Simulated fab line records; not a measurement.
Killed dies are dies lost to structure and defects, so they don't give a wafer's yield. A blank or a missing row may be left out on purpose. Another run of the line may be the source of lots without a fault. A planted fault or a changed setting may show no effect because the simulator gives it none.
Split-lot study -- flow n5-finfet -- 7 lots, 21 wafers read, on a route of 1938 steps

== ABOUT THE SPLIT ==
At N5_BEOL_M5_ETCH_41 (etches SiCN in CH3F/O2, target depth 31.5 nm, time 56.7 s), the setting source-w was moved away from the recipe's 395 W on 6 of the 21 wafers read, by -18.0% to -5.7%. The other wafers ran this setting at the recipe's value.

The reading comes from the split's own step.

== THE READING ==
rf-vpp-V, in V, at N5_BEOL_M5_ETCH_41 (etches SiCN in CH3F/O2, target depth 31.5 nm, time 56.7 s). Fault-free wafers of this fab line usually give 297.8 V, standard deviation 1.4 V.

wafer,"tool, chamber at the split","source-w as run, W",against the recipe,"rf-vpp-V, V",against lot-mates on the recipe
L086.2,"rie-diel-02, 3",372.5,-5.7%,304.0,no lot-mate on the recipe
L086.3,"rie-diel-02, 0",372.5,-5.7%,304.6,no lot-mate on the recipe
L086.6,"rie-diel-02, 1",372.5,-5.7%,304.9,no lot-mate on the recipe
L085.1,"rie-diel-05, 3",395,recipe,299.0,-
L085.5,"rie-diel-05, 0",395,recipe,295.6,-
L085.6,"rie-diel-05, 1",395,recipe,299.8,-
L087.1,"rie-diel-05, 1",395,recipe,297.6,-
L087.4,"rie-diel-05, 3",353.8,-10.4%,309.6,+12.0
L087.5,"rie-diel-05, 2",353.8,-10.4%,308.6,+11.0
L089.1,"rie-diel-05, 2",324,-18.0%,317.3,+21.4
L089.3,"rie-diel-05, 0",395,recipe,295.4,-
L089.5,"rie-diel-05, 2",395,recipe,296.5,-
L093.1,"rie-diel-03, 0",395,recipe,297.0,-
L093.2,"rie-diel-03, 3",395,recipe,297.9,-
L093.4,"rie-diel-03, 0",395,recipe,297.3,-
L095.1,"rie-diel-02, 0",395,recipe,298.4,-
L095.2,"rie-diel-02, 1",395,recipe,298.8,-
L095.4,"rie-diel-02, 3",395,recipe,297.8,-
L096.1,"rie-diel-02, 2",395,recipe,298.4,-
L096.3,"rie-diel-02, 3",395,recipe,298.9,-
L096.4,"rie-diel-02, 3",395,recipe,297.5,-

THE FIT
A straight line over all 21 wafers: rf-vpp-V changes by -1.1 V for each +1% of source-w; r = -0.98; the points scatter about the line by 1.1 V.
The same after taking each lot's own level away (the mean of its wafers on the recipe; 18 wafers): -1.16 V for each +1%; r = -0.99; scatter 0.93 V.
That fit puts the effect of the largest move of source-w on the reading at 21 V.
Across the lots, their own levels run from 295.95 to 298.33 V, a range of 1.7 times the standard deviation given above.
Hence the lot-to-lot level has little effect on the slope; both slopes agree.
Check: for one of the wafers moved furthest among these (-18.0%), held out of the fit, the line's prediction against its lot-mates is +19.8 V. It came out at +21.4 V against them.
Tool readings at the split's step, against how far the setting was moved: rf-vpp-V r = -0.98.

== OTHER SPLITS APPLIED TO THESE WAFERS ==
These wafers also went through other splits before the reading. Each is held against what the fit with the lots' levels taken away leaves over:
other split on the same wafers,wafers away from the commonest value,r with rf-vpp-V (lot level and that fit taken away)
N5_MOL_CONTACT_COAG_EXPOSE_37 dose-mj,10,-0.03
N5_MOL_CONTACT_COAG_ALD_133 ald-cycles,4,+0.42
N5_BEOL_M0_SAQP_SPACER1_ALD_98 ald-cycles,3,+0.01
N5_BEOL_M1_COAT_05 spin-rpm,6,-0.05
N5_BEOL_M1_ETCH_64 source-w,7,+0.39
N5_BEOL_M3_EXPOSE_25 dose-mj,4,+0.10
N5_BEOL_M4_SPUTTER_90 time-s,8,-0.13
N5_BEOL_M5_TRENCH_ETCH_37 source-w,7,+0.14

== THE FILE'S OWN FIT ==
rf-vpp-V changes by -1.16 V for each +1% of source-w, r = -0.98.
